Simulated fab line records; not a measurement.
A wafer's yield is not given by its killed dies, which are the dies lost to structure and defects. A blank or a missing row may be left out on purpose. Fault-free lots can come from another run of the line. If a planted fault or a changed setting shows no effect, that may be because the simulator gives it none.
fab line records ; flow n5Finfet
record lots=5; wafers=14; lastDay=17
route steps=1938 shown BEOL_M4@1094
lots that met no fault: from a run of the same line without faults
startH: hours from the record's first day to the start of the lot's first wafer shown ; waitH: hours since the lot's step before ; " as in the row above ; L1.1+2: a row that stands for several wafers ; - no value, or no start given ; * or withheld: withheld ; < > ~ a bound
route shown NAME@n: NAME is a module with steps in the file, n the number in the route of the first one ; usual: the fault-free wafers' mean and standard deviation ; same: alike in all rows ; chamber/n: place in a boat ; sites: each site's reading ; _std_site: standard deviation of those values ; _edge_site: inner sites' mean taken away from outer sites' mean ; radiusMm: for every site, how far away it sits from the centre of the wafer ; mask NAME#n: copy n ; behind: the last tool/chamber to shape the wafer ; hold: why the lot went on hold/how many hours it stayed there/how the hold came to an end ; device: the n, p or np transistor that did not switch ; end of line: the route-end tests of the same wafers ; for a step that has no rows: nothing shown but its recipe ; killed: the dies lost at the first sort to structure and to defects; this is not the yield of the wafer ; map: per-die view of a wafer (x killed, . not killed, _ where there is no die)
set.NAME: the setting as run; set.NAME@STEP: as run at that earlier step ; model.NAME: the simulator's own value behind a step, which no gauge read
lots seen at some steps along the route; tables by step, rows by wafer
services: when a tool's chamber went out of use (startH, in hours from the record's first day, below 0 if earlier), for how many hours, and the reason
## steps
# step N5_BEOL_M4_SPUTTER_90
# recipe material=Cu; targetThkA=45; tempC=-20; chamberPressurePa=0.07; powerW=withheld; timeS=8.29
# usual throttleValvePct=30.5/0.63
lot.wafer;tool;chamber;startH;waitH;throttleValvePct
L585.1;pvdSputter-02;-;220.69;0.1;30.3
L585.2;pvdSputter-02;-;220.69;0.1;30.3
L585.3;pvdSputter-02;-;220.69;0.1;29.9
L586.1;pvdSputter-02;-;231.67;0.1;29.8
L586.4;pvdSputter-02;-;231.67;0.1;31.3
L586.5;pvdSputter-02;-;231.67;0.1;30.1
L588.2;pvdSputter-03;-;253.26;0.1;30.8
L588.3;pvdSputter-03;-;253.26;0.1;30.3
L588.4;pvdSputter-03;-;253.26;0.1;29.3
L596.2;pvdSputter-01;-;297.67;0.1;30.2
L596.3;pvdSputter-01;-;297.67;0.1;31.8
L596.4;pvdSputter-01;-;297.67;0.1;30.8
L598.1;pvdSputter-01;-;303.02;0.1;31.7
L598.3;pvdSputter-01;-;303.02;0.1;30.2
# step N5_BEOL_M4_ANNEAL_91
# recipe tempC=400; timeS=240; ambient=vacuum
# usual heaterPowerW=833/49
lot.wafer;tool;chamber;startH;waitH;heaterPowerW
L585.1;pvdSputter-02;-;220.77;0.0;888
L585.2;pvdSputter-02;-;220.77;0.0;894
L585.3;pvdSputter-02;-;220.77;0.0;816
L586.1;pvdSputter-02;-;231.75;0.0;798
L586.4;pvdSputter-02;-;231.75;0.0;874
L586.5;pvdSputter-02;-;231.75;0.0;908
L588.2;pvdSputter-03;-;253.34;0.0;749
L588.3;pvdSputter-03;-;253.34;0.0;789
L588.4;pvdSputter-03;-;253.34;0.0;822
L596.2;pvdSputter-01;-;297.75;0.0;847
L596.3;pvdSputter-01;-;297.75;0.0;801
L596.4;pvdSputter-01;-;297.75;0.0;846
L598.1;pvdSputter-01;-;303.10;0.0;790
L598.3;pvdSputter-01;-;303.10;0.0;840
# step N5_BEOL_M4_SPUTTER_92
# recipe material=Cu; targetThkA=45; tempC=-20; chamberPressurePa=0.07; powerW=withheld; timeS=8.29
# usual throttleValvePct=30.5/0.65
lot.wafer;tool;chamber;startH;waitH;throttleValvePct
L585.1;pvdSputter-02;-;220.91;0.1;29.9
L585.2;pvdSputter-02;-;220.91;0.1;30.4
L585.3;pvdSputter-02;-;220.91;0.1;29.6
L586.1;pvdSputter-02;-;231.89;0.1;29.8
L586.4;pvdSputter-02;-;231.89;0.1;30.9
L586.5;pvdSputter-02;-;231.89;0.1;30.0
L588.2;pvdSputter-03;-;253.48;0.1;30.7
L588.3;pvdSputter-03;-;253.48;0.1;30.4
L588.4;pvdSputter-03;-;253.48;0.1;29.2
L596.2;pvdSputter-01;-;297.89;0.1;30.1
L596.3;pvdSputter-01;-;297.89;0.1;31.7
L596.4;pvdSputter-01;-;297.89;0.1;30.7
L598.1;pvdSputter-01;-;303.24;0.1;31.9
L598.3;pvdSputter-01;-;303.24;0.1;30.3
# step N5_BEOL_M4_ANNEAL_93
# recipe tempC=400; timeS=240; ambient=vacuum
# step N5_BEOL_M4_SPUTTER_94
# recipe material=Cu; targetThkA=45; tempC=-20; chamberPressurePa=0.07; powerW=withheld; timeS=8.29
# usual throttleValvePct=30.5/0.63
lot.wafer;tool;chamber;startH;waitH;throttleValvePct
L585.1;pvdSputter-02;-;221.13;0.1;30.1
L585.2;pvdSputter-02;-;221.13;0.1;30.2
L585.3;pvdSputter-02;-;221.13;0.1;29.7
L586.1;pvdSputter-02;-;232.11;0.1;29.8
L586.4;pvdSputter-02;-;232.11;0.1;31.1
L586.5;pvdSputter-02;-;232.11;0.1;29.9
L588.2;pvdSputter-03;-;253.70;0.1;30.7
L588.3;pvdSputter-03;-;253.70;0.1;30.2
L588.4;pvdSputter-03;-;253.70;0.1;29.7
L596.2;pvdSputter-01;-;298.11;0.1;30.3
L596.3;pvdSputter-01;-;298.11;0.1;31.9
L596.4;pvdSputter-01;-;298.11;0.1;30.9
L598.1;pvdSputter-01;-;303.46;0.1;31.7
L598.3;pvdSputter-01;-;303.46;0.1;30.0
# step N5_BEOL_M4_ANNEAL_95
# recipe tempC=400; timeS=240; ambient=vacuum
# step N5_BEOL_M4_SPUTTER_96
# recipe material=Cu; targetThkA=45; tempC=-20; chamberPressurePa=0.07; powerW=withheld; timeS=8.29
# usual throttleValvePct=30.5/0.61
lot.wafer;tool;chamber;startH;waitH;throttleValvePct
L585.1;pvdSputter-02;-;221.35;0.1;30.2
L585.2;pvdSputter-02;-;221.35;0.1;30.2
L585.3;pvdSputter-02;-;221.35;0.1;29.5
L586.1;pvdSputter-02;-;232.33;0.1;29.7
L586.4;pvdSputter-02;-;232.33;0.1;31.2
L586.5;pvdSputter-02;-;232.33;0.1;29.9
L588.2;pvdSputter-03;-;253.92;0.1;30.6
L588.3;pvdSputter-03;-;253.92;0.1;30.5
L588.4;pvdSputter-03;-;253.92;0.1;29.4
L596.2;pvdSputter-01;-;298.33;0.1;30.0
L596.3;pvdSputter-01;-;298.33;0.1;31.7
L596.4;pvdSputter-01;-;298.33;0.1;30.7
L598.1;pvdSputter-01;-;303.68;0.1;31.8
L598.3;pvdSputter-01;-;303.68;0.1;30.4
# step N5_BEOL_M4_ECD_50
# recipe material=Cu; targetThkA=3000
# step N5_BEOL_M4_ANNEAL_51
# recipe tempC=225; timeS=90; ambient=N2
# step N5_BEOL_M4_CMP_52
# recipe stopOn=SiOC; tOverpolishS=6.8; downForcePsi=1; platenRpm=50; clearingPlatenDownForcePsi=1.5; clearingPlatenRpm=50; postCmpClean=cuAlkaline; targetThkNm=40; clearingPlatenPadVelocityMS=0.99484; padVelocityMS=0.99484
# step N5_BEOL_M4_THK_MEAS_53
# recipe thkMeasGauge=xrf; reads=Cu_of_BEOL_M4_ECD_50
# usual M4_THK=40.9/1.4
lot.wafer;tool;chamber;startH;waitH;M4_THK[nm]
L585.1;filmMetro-02;-;222.13;-;38.3
L585.2;filmMetro-02;-;222.13;-;38.5
L585.3;filmMetro-02;-;222.13;-;37.6
L586.1;filmMetro-02;-;233.12;-;42.0
L586.4;filmMetro-02;-;233.12;-;39.6
L586.5;filmMetro-02;-;233.12;-;39.7
L588.2;filmMetro-01;-;254.71;-;43.5
L588.3;filmMetro-01;-;254.71;-;42.4
L588.4;filmMetro-01;-;254.71;-;42.7
L596.2;filmMetro-02;-;299.13;-;39.6
L596.3;filmMetro-02;-;299.13;-;40.8
L596.4;filmMetro-02;-;299.13;-;39.5
L598.1;filmMetro-02;-;304.46;-;40.7
L598.3;filmMetro-02;-;304.46;-;41.5
# step N5_BEOL_M4_PRE_CLEAN_60
# recipe gas=NH3/H2; timeS=15; tempC=*; rfPowerW=300
# step N5_BEOL_M4_CO_CAP_55
# recipe material=Co; targetThkA=20; tempC=200; precursor=CCTBA/H2; pressureTorr=30; timeS=102.1
# usual heaterPowerW=228/31; runLengthS=124.8/0.44
lot.wafer;tool;chamber;startH;waitH;heaterPowerW;runLengthS;model.Co_of_BEOL_M4_CO_CAP_55.thkNm
L585.1;cvdCo-02;2;222.21;0.0;195;124.1;2
L585.2;cvdCo-02;1;222.21;0.0;214;124.3;2
L585.3;cvdCo-02;0;222.21;0.0;277;125.3;2
L586.1;cvdCo-02;2;233.19;0.0;198;124.1;2.2
L586.4;cvdCo-02;1;233.19;0.0;212;124.4;2.2
L586.5;cvdCo-02;0;233.19;0.0;275;125.0;2.2
L588.2;cvdCo-02;2;254.80;0.0;191;124.5;2
L588.3;cvdCo-02;0;254.80;0.0;271;125.1;2
L588.4;cvdCo-02;2;254.80;0.0;191;124.2;2
L596.2;cvdCo-02;2;299.21;0.0;198;124.5;2.2
L596.3;cvdCo-02;0;299.21;0.0;273;125.1;2.2
L596.4;cvdCo-02;2;299.21;0.0;192;124.6;2.2
L598.1;cvdCo-02;0;304.54;0.0;268;216.0;3.8
L598.3;cvdCo-02;1;304.54;0.0;214;124.7;2.2
# step N5_BEOL_M4_PRE_CLEAN_56
# recipe gas=NH3; timeS=15; tempC=withheld; rfPowerW=300
# step N5_BEOL_M4_RC_MEAS_101
# usual DIBL_N=36.6/1.1; DIBL_P=36.8/1.6; IOFF_N=0.169/0.024; IOFF_P=0.206/0.028; ION_N=679/9.2; ION_P=462/7; SS_N=71.6/0.57; SS_P=73.3/0.57; VT_N=248.8/2.4; VT_P=-251/3
lot.wafer;tool;chamber;startH;waitH;DIBL_N[mV/V];DIBL_P[mV/V];IOFF_N[nA/um];IOFF_P[nA/um];ION_N[uA/um];ION_P[uA/um];SS_N[mV/dec];SS_P[mV/dec];VT_N[mV];VT_P[mV]
L585.1;prober-02;0;222.46;0.0;36.7;38.0;0.163;0.217;683;468;71.1;73.8;249.3;-249
L585.2;prober-02;0;222.46;0.0;37.5;38.8;0.171;0.219;669;462;72.1;73.5;248.7;-250
L585.3;prober-02;0;222.46;0.0;38.1;39.1;0.190;0.241;686;475;72.1;73.5;247.1;-250
L586.1;prober-01;0;233.44;0.0;37.9;38.0;0.196;0.239;686;467;71.7;73.5;245.9;-249
L586.4;prober-01;0;233.44;0.0;39.0;39.8;0.228;0.266;700;476;72.4;74.6;245.5;-249
L586.5;prober-01;0;233.44;0.0;37.3;38.7;0.184;0.236;672;463;71.7;73.2;248.7;-246
L588.2;prober-01;0;255.19;0.2;35.2;35.9;0.143;0.199;681;463;71.8;72.9;249.2;-251
L588.3;prober-01;0;255.19;0.2;38.0;39.0;0.195;0.250;685;467;72.2;73.5;248.4;-248
L588.4;prober-01;0;255.19;0.2;37.4;37.8;0.192;0.236;692;463;72.3;73.7;247.9;-248
L596.2;prober-01;0;299.60;0.2;36.7;35.5;0.159;0.191;670;457;71.9;72.8;248.9;-254
L596.3;prober-01;0;299.60;0.2;36.9;36.1;0.157;0.199;672;451;71.7;73.3;249.5;-251
L596.4;prober-01;0;299.60;0.2;36.4;35.5;0.156;0.193;673;454;70.8;72.6;251.5;-253
L598.1;prober-01;0;304.79;0.0;38.7;38.7;0.226;0.232;698;466;72.6;73.9;243.9;-249
L598.3;prober-01;0;304.79;0.0;38.3;39.5;0.212;0.242;684;466;72.2;74.1;247.3;-249
## services
tool;chamber;startH;hours;kind
cvdCo-02;2;266.37;19.5;repair
pvdSputter-02;-;295.39;5.2;repair
## key
firstSign step=N5_BEOL_M4_CO_CAP_55; reading=runLengthS; direction=up; sigmas=99+; usual=*; struck=*
effect none on later readings
modelEffect step=N5_BEOL_M4_CO_CAP_55; value=Co_of_BEOL_M4_CO_CAP_55.thkNm; without=2; struck=3.8
metAt N5_BEOL_M4_CO_CAP_55
struckWafers L598.1
onsetBetween 299.21 304.54
fault kind=processParameterDrift; tool=cvdCo-02; chamber=-; onsetH=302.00; steps=N5_BEOL_M4_CO_CAP_55; channel=timeS; offset=*; shape=step; endH=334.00; scope=struckWafersOnly; actsIn=*; stated=*
